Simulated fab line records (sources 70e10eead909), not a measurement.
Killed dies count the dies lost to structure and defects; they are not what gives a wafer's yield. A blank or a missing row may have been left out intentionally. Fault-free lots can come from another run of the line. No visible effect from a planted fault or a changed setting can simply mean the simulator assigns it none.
fab line records    flow nand-harc
record: lots: 7  wafers: 18  last-day: 33
route steps=1302 shown A_ONON_D2@548 END@1302
lots that met no fault: from a run of the same line without faults
start-h: start of the lot's first displayed wafer, in hours after the record's first day    wait-h: hours from the lot's prior step to this one    " unchanged from the row above    L1.1+2: several wafers, shown together as one row    - either no value or no given start    * or withheld: withheld    < > ~ a bound
route shown NAME@n: names a module that has steps shown in the file, with the first one's number in the route    usual: average and standard deviation across the fault-free wafers    same: alike in all rows    chamber/n: place in a boat    sites: each site's reading    _std_site: the standard deviation of these    _edge_site: mean of outer sites minus mean of inner sites    radius-mm: for every site, how far away it sits from the centre of the wafer    mask NAME#n: copy n    behind: the tool/chamber that last shaped the wafer    hold: why the lot was held/for how many hours/how that ended    device: names the non-switching transistor (n, p or np)    end of line: at the end of the route, the tests of the same wafers    where a step has no rows: the recipe by itself    killed: dies that structure and defects cost at the first sort, which is not the same as the wafer's yield    map: per-die view of a wafer (x killed, . not killed, _ where there is no die)
set.NAME: the setting that was run; set.NAME@STEP: the one run at that earlier step    model.NAME: the simulator's own value behind a step, which no gauge read
lots at some steps of the route; a table a step, a row a wafer
services: when a tool's chamber went out of use (start-h, in hours from the record's first day, below 0 if earlier), for how many hours, and the reason
== steps ==
step: NHARC_A_ONON_D2_THK_MEAS_05
recipe: thk-meas-gauge: ellipsometry
usual: thk-nm: 1001/9.8
lot.wafer  tool           chamber  start-h  wait-h  thk-nm
L236.2     film-metro-01  -        340.75   -       1004
L236.4     "              -        "        "       1003
L236.5     "              -        "        "       1004
L239.1     film-metro-01  -        382.27   -       1003
L239.4     "              -        "        "       1003
L239.6     "              -        "        "       1006
L246.2     film-metro-01  -        442.00   -       979
L246.6     "              -        "        "       979
L247.5     film-metro-01  -        461.85   -       999
L247.6     "              -        "        "       1000
L250.3     film-metro-01  -        477.00   -       991
L250.4     "              -        "        "       988
L250.6     "              -        "        "       992
L248.2     film-metro-01  -        477.08   -       998
L248.5     "              -        "        "       997
L251.2     film-metro-02  -        482.53   -       1005
L251.4     "              -        "        "       1004
L251.5     "              -        "        "       1004
step: NHARC_A_ONON_D2_DEP_06
recipe: target-thk-a: 10000  n2-flow-sccm: 2750  n2o-flow-sccm: 2000  nh3-flow-sccm: 500  sih4-flow-sccm: 210  temp-c: 400
step: NHARC_A_ONON_D2_THK_MEAS_08
recipe: thk-meas-gauge: ellipsometry
usual: thk-nm: 998/11
lot.wafer  tool           chamber  start-h  wait-h  thk-nm
L236.2     film-metro-02  -        341.32   -       998
L236.4     "              -        "        "       999
L236.5     "              -        "        "       997
L239.1     film-metro-01  -        382.83   -       977
L239.4     "              -        "        "       976
L239.6     "              -        "        "       978
L246.2     film-metro-01  -        442.57   -       986
L246.6     "              -        "        "       987
L247.5     film-metro-01  -        462.41   -       1005
L247.6     "              -        "        "       1004
L250.3     film-metro-02  -        477.57   -       1007
L250.4     "              -        "        "       1008
L250.6     "              -        "        "       1008
L248.2     film-metro-02  -        477.64   -       987
L248.5     "              -        "        "       985
L251.2     film-metro-01  -        483.09   -       992
L251.4     "              -        "        "       994
L251.5     "              -        "        "       992
step: NHARC_A_ONON_D2_DEP_09
recipe: target-thk-a: 10000  n2-flow-sccm: 2750  n2o-flow-sccm: 2000  nh3-flow-sccm: 500  sih4-flow-sccm: 210  temp-c: 400
step: NHARC_A_ONON_D2_THK_MEAS_11
recipe: thk-meas-gauge: ellipsometry
usual: thk-nm: 999/6.4
lot.wafer  tool           chamber  start-h  wait-h  thk-nm
L236.2     film-metro-01  -        341.88   -       998
L236.4     "              -        "        "       996
L236.5     "              -        "        "       999
L239.1     film-metro-01  -        383.40   -       992
L239.4     "              -        "        "       994
L239.6     "              -        "        "       994
L246.2     film-metro-01  -        443.14   -       995
L246.6     "              -        "        "       994
L247.5     film-metro-01  -        462.98   -       999
L247.6     "              -        "        "       1001
L250.3     film-metro-01  -        478.14   -       1010
L250.4     "              -        "        "       1010
L250.6     "              -        "        "       1010
L248.2     film-metro-01  -        478.21   -       1009
L248.5     "              -        "        "       1009
L251.2     film-metro-02  -        483.66   -       995
L251.4     "              -        "        "       995
L251.5     "              -        "        "       996
step: NHARC_A_ONON_D2_DEP_12
recipe: target-thk-a: 10000  n2-flow-sccm: 2750  n2o-flow-sccm: 2000  nh3-flow-sccm: 500  sih4-flow-sccm: 210  temp-c: 400
step: NHARC_A_ONON_D2_THK_MEAS_14
recipe: thk-meas-gauge: ellipsometry
usual: thk-nm: 1000/13
lot.wafer  tool           chamber  start-h  wait-h  thk-nm
L236.2     film-metro-01  -        342.45   -       988
L236.4     "              -        "        "       990
L236.5     "              -        "        "       990
L239.1     film-metro-01  -        383.97   -       998
L239.4     "              -        "        "       995
L239.6     "              -        "        "       996
L246.2     film-metro-01  -        443.70   -       1003
L246.6     "              -        "        "       1004
L247.5     film-metro-01  -        463.55   -       1001
L247.6     "              -        "        "       1000
L250.3     film-metro-01  -        478.71   -       985
L250.4     "              -        "        "       983
L250.6     "              -        "        "       984
L248.2     film-metro-01  -        478.77   -       1019
L248.5     "              -        "        "       1019
L251.2     film-metro-02  -        484.23   -       1008
L251.4     "              -        "        "       1009
L251.5     "              -        "        "       1007
step: NHARC_A_ONON_D2_ANNEAL_15
recipe: temp-c: 750  time-s: 3600
step: NHARC_A_ONON_D2_DEP_16
recipe: target-thk-a: 10000  n2-flow-sccm: 2750  n2o-flow-sccm: 2000  nh3-flow-sccm: 500  sih4-flow-sccm: 210  temp-c: 400
step: NHARC_A_ONON_D2_THK_MEAS_18
recipe: thk-meas-gauge: ellipsometry
usual: thk-nm: 1002/9.5
lot.wafer  tool           chamber  start-h  wait-h  thk-nm
L236.2     film-metro-01  -        349.81   -       984
L236.4     "              -        "        "       981
L236.5     "              -        "        "       984
L239.1     film-metro-01  -        392.24   -       998
L239.4     "              -        "        "       999
L239.6     "              -        "        "       999
L246.2     film-metro-01  -        453.08   -       1011
L246.6     "              -        "        "       1011
L247.5     film-metro-02  -        470.98   -       1002
L247.6     "              -        "        "       1003
L250.3     film-metro-02  -        486.37   -       985
L250.4     "              -        "        "       982
L250.6     "              -        "        "       983
L248.2     film-metro-02  -        486.38   -       1014
L248.5     "              -        "        "       1014
L251.2     film-metro-02  -        491.92   -       1004
L251.4     "              -        "        "       1003
L251.5     "              -        "        "       1003
step: NHARC_A_ONON_D2_DEP_19
recipe: target-thk-a: 10000  n2-flow-sccm: 2750  n2o-flow-sccm: 2000  nh3-flow-sccm: 500  sih4-flow-sccm: 210  temp-c: 400
step: NHARC_A_ONON_D2_THK_MEAS_21
recipe: thk-meas-gauge: ellipsometry
usual: thk-nm: 1001/9.1
lot.wafer  tool           chamber  start-h  wait-h  thk-nm
L236.2     film-metro-01  -        350.37   -       992
L236.4     "              -        "        "       992
L236.5     "              -        "        "       991
L239.1     film-metro-01  -        392.81   -       1006
L239.4     "              -        "        "       1004
L239.6     "              -        "        "       1004
L246.2     film-metro-02  -        453.78   -       992
L246.6     "              -        "        "       992
L247.5     film-metro-01  -        471.57   -       999
L247.6     "              -        "        "       999
L250.3     film-metro-02  -        486.94   -       1013
L250.4     "              -        "        "       1014
L250.6     "              -        "        "       1013
L248.2     film-metro-02  -        486.95   -       1006
L248.5     "              -        "        "       1008
L251.2     film-metro-01  -        492.48   -       1004
L251.4     "              -        "        "       1005
L251.5     "              -        "        "       1006
step: NHARC_A_ONON_D2_DEP_22
recipe: target-thk-a: 10000  n2-flow-sccm: 2750  n2o-flow-sccm: 2000  nh3-flow-sccm: 500  sih4-flow-sccm: 210  temp-c: 400
lot.wafer   tool           chamber  start-h  wait-h
L236.2+4+5  pecvd-onon-04  0        350.48   0.1
L239.1+4+6  pecvd-onon-02  0        392.87   0.1
L246.2+6    pecvd-onon-04  0        453.89   0.1
L247.5+6    pecvd-onon-04  0        471.86   0.3
L248.2+5    pecvd-onon-04  0        487.06   0.1
L250.3+4+6  pecvd-onon-03  0        487.11   0.2
L251.2+4+5  pecvd-onon-03  0        492.60   0.1
step: NHARC_A_ONON_D2_THK_MEAS_24
recipe: thk-meas-gauge: ellipsometry
usual: thk-nm: 1003/7.4
lot.wafer  tool           chamber  start-h  wait-h  thk-nm
L236.2     film-metro-02  -        350.93   -       1001
L236.4     "              -        "        "       1002
L236.5     "              -        "        "       1002
L239.1     film-metro-01  -        393.37   -       989
L239.4     "              -        "        "       991
L239.6     "              -        "        "       988
L246.2     film-metro-01  -        454.34   -       527
L246.6     "              -        "        "       987
L247.5     film-metro-02  -        472.17   -       548
L247.6     "              -        "        "       1005
L250.3     film-metro-02  -        487.51   -       1007
L250.4     "              -        "        "       1006
L250.6     "              -        "        "       1006
L248.2     film-metro-02  -        487.52   -       544
L248.5     "              -        "        "       545
L251.2     film-metro-02  -        493.05   -       1006
L251.4     "              -        "        "       1008
L251.5     "              -        "        "       1008
step: NHARC_A_ONON_D2_DEP_25
recipe: target-thk-a: 10000  n2-flow-sccm: 2750  n2o-flow-sccm: 2000  nh3-flow-sccm: 500  sih4-flow-sccm: 210  temp-c: 400
step: NHARC_END_SORT_01
recipe: temp-c: 25
usual: killed-at-array: 46/15  killed-at-other: 0.8/1.1  killed-at-periphery: 4.0/2.9  killed-dies: 50/15  killed-open: 3.2/1.8  killed-short: 2.3/1.6
same: gross-dies: 677
lot.wafer  tool       chamber  start-h  wait-h  killed-at-array  killed-at-other  killed-at-periphery  killed-dies  killed-open  killed-short
L246.2     prober-02  0        722.00   2.8     671              2                4                    677          0            3
L247.5     prober-02  0        768.16   3.7     677              0                0                    677          3            0
L248.2     prober-01  0        770.56   2.8     673              1                3                    677          1            5
L248.5     prober-01  0        772.99   3.7     672              1                4                    677          4            2
killed by level:class
L246.2 A_ONON_D2:area-dep=628 A_SLIT:chamber-film-flake=25 A_CHANNEL_HOLE_D1:chamber-film-flake=8 A_WL_FILL:chamber-film-flake=3 A_CONTACT:chamber-film-flake=3 P_STI:chamber-film-flake=2 THIN_TSV:chamber-film-flake=2 P_M1:geometric-particle:short=1
L247.5 A_ONON_D2:area-dep=635 A_CHANNEL_HOLE_D2:chamber-film-flake=20 A_CHANNEL_HOLE_D1:chamber-film-flake=6 A_CONTACT:chamber-film-flake=5 A_SLIT:chamber-film-flake=4 A_STAIRCASE:chamber-film-flake=3 A_M0:geometric-particle:open=2 A_DECK1_JOINT:geometric-particle:open=1
L248.2 A_ONON_D2:area-dep=617 A_CHANNEL_HOLE_D1:chamber-film-flake=16 A_CHANNEL_HOLE_D2:chamber-film-flake=16 A_CONTACT:chamber-film-flake=12 A_SLIT:chamber-film-flake=5 P_GATE:chamber-film-flake=2 A_STAIRCASE:chamber-film-flake=2 P_CONTACT:geometric-particle:short=1
L248.5 A_ONON_D2:area-dep=610 A_CHANNEL_HOLE_D2:chamber-film-flake=19 A_CONTACT:chamber-film-flake=11 A_STAIRCASE:chamber-film-flake=10 A_SLIT:chamber-film-flake=7 A_WL_FILL:chamber-film-flake=6 A_CHANNEL_HOLE_D1:chamber-film-flake=5 P_STI:chamber-film-flake=2
map L246.2 (x killed, . not)
____________x____________
_________xxxxxxx_________
_______xxxxxxxxxxx_______
______xxxxxxxxxxxxx______
_____xxxxxxxxxxxxxxx_____
____xxxxxxxxxxxxxxxxx____
____xxxxxxxxxxxxxxxxx____
___xxxxxxxxxxxxxxxxxxx___
___xxxxxxxxxxxxxxxxxxx___
__xxxxxxxxxxxxxxxxxxxxx__
__xxxxxxxxxxxxxxxxxxxxx__
_xxxxxxxxxxxxxxxxxxxxxxx_
_xxxxxxxxxxxxxxxxxxxxxxx_
_xxxxxxxxxxxxxxxxxxxxxxx_
_xxxxxxxxxxxxxxxxxxxxxxx_
_xxxxxxxxxxxxxxxxxxxxxxx_
xxxxxxxxxxxxxxxxxxxxxxxxx
xxxxxxxxxxxxxxxxxxxxxxxxx
xxxxxxxxxxxxxxxxxxxxxxxxx
xxxxxxxxxxxxxxxxxxxxxxxxx
xxxxxxxxxxxxxxxxxxxxxxxxx
_xxxxxxxxxxxxxxxxxxxxxxx_
_xxxxxxxxxxxxxxxxxxxxxxx_
_xxxxxxxxxxxxxxxxxxxxxxx_
_xxxxxxxxxxxxxxxxxxxxxxx_
_xxxxxxxxxxxxxxxxxxxxxxx_
__xxxxxxxxxxxxxxxxxxxxx__
__xxxxxxxxxxxxxxxxxxxxx__
___xxxxxxxxxxxxxxxxxxx___
___xxxxxxxxxxxxxxxxxxx___
____xxxxxxxxxxxxxxxxx____
____xxxxxxxxxxxxxxxxx____
_____xxxxxxxxxxxxxxx_____
______xxxxxxxxxxxxx______
_______xxxxxxxxxxx_______
_________xxxxxxx_________
____________x____________
map L247.5 (x killed, . not)
____________x____________
_________xxxxxxx_________
_______xxxxxxxxxxx_______
______xxxxxxxxxxxxx______
_____xxxxxxxxxxxxxxx_____
____xxxxxxxxxxxxxxxxx____
____xxxxxxxxxxxxxxxxx____
___xxxxxxxxxxxxxxxxxxx___
___xxxxxxxxxxxxxxxxxxx___
__xxxxxxxxxxxxxxxxxxxxx__
__xxxxxxxxxxxxxxxxxxxxx__
_xxxxxxxxxxxxxxxxxxxxxxx_
_xxxxxxxxxxxxxxxxxxxxxxx_
_xxxxxxxxxxxxxxxxxxxxxxx_
_xxxxxxxxxxxxxxxxxxxxxxx_
_xxxxxxxxxxxxxxxxxxxxxxx_
xxxxxxxxxxxxxxxxxxxxxxxxx
xxxxxxxxxxxxxxxxxxxxxxxxx
xxxxxxxxxxxxxxxxxxxxxxxxx
xxxxxxxxxxxxxxxxxxxxxxxxx
xxxxxxxxxxxxxxxxxxxxxxxxx
_xxxxxxxxxxxxxxxxxxxxxxx_
_xxxxxxxxxxxxxxxxxxxxxxx_
_xxxxxxxxxxxxxxxxxxxxxxx_
_xxxxxxxxxxxxxxxxxxxxxxx_
_xxxxxxxxxxxxxxxxxxxxxxx_
__xxxxxxxxxxxxxxxxxxxxx__
__xxxxxxxxxxxxxxxxxxxxx__
___xxxxxxxxxxxxxxxxxxx___
___xxxxxxxxxxxxxxxxxxx___
____xxxxxxxxxxxxxxxxx____
____xxxxxxxxxxxxxxxxx____
_____xxxxxxxxxxxxxxx_____
______xxxxxxxxxxxxx______
_______xxxxxxxxxxx_______
_________xxxxxxx_________
____________x____________
== services ==
tool           chamber  start-h  hours  kind
pecvd-onon-02  -        366.00   13.0   pm
pecvd-onon-03  -        408.04   13.0   pm
pecvd-onon-04  -        492.00   13.0   pm
== key ==
first-sign: step: NHARC_A_ONON_D2_THK_MEAS_24  reading: thk-nm  direction: down  sigmas: 62  usual: 1003  struck: 541
effect: step: NHARC_END_SORT_01  reading: killed-at-array  direction: up  sigmas: 41  usual: 46  struck: 673
more-kills-born-at: NHARC_A_ONON_D2_DEP_22@pecvd-onon-04: 2490
met-at NHARC_A_ONON_D2_DEP_22
struck-wafers L246.2,L247.5,L248.2,L248.5
later-rows-left-out L246.2,L247.5,L248.2,L248.5
tester-left-out L246,L247,L248
onset-between 350.48 453.89
fault: kind: process-parameter-drift  tool: pecvd-onon-04  chamber: -  onset-h: 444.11  steps: NHARC_A_ONON_D2_DEP_22  channel: target-thk-a  offset: *  shape: step  end-h: 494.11  scope: struck-wafers-only  acts-in: *  stated: *
tester-left-out: of these lots the tester's yield and bins aren't shown, on N5 and GAA mostly nor the transistor test; their killed dies are dies lost to structure and defects alone, not to doping, threshold or leakage, so they don't give the yield
later-rows-left-out: the simulator's readings of these wafers behind a module that went badly wrong aren't trusted and aren't shown, but for the sort
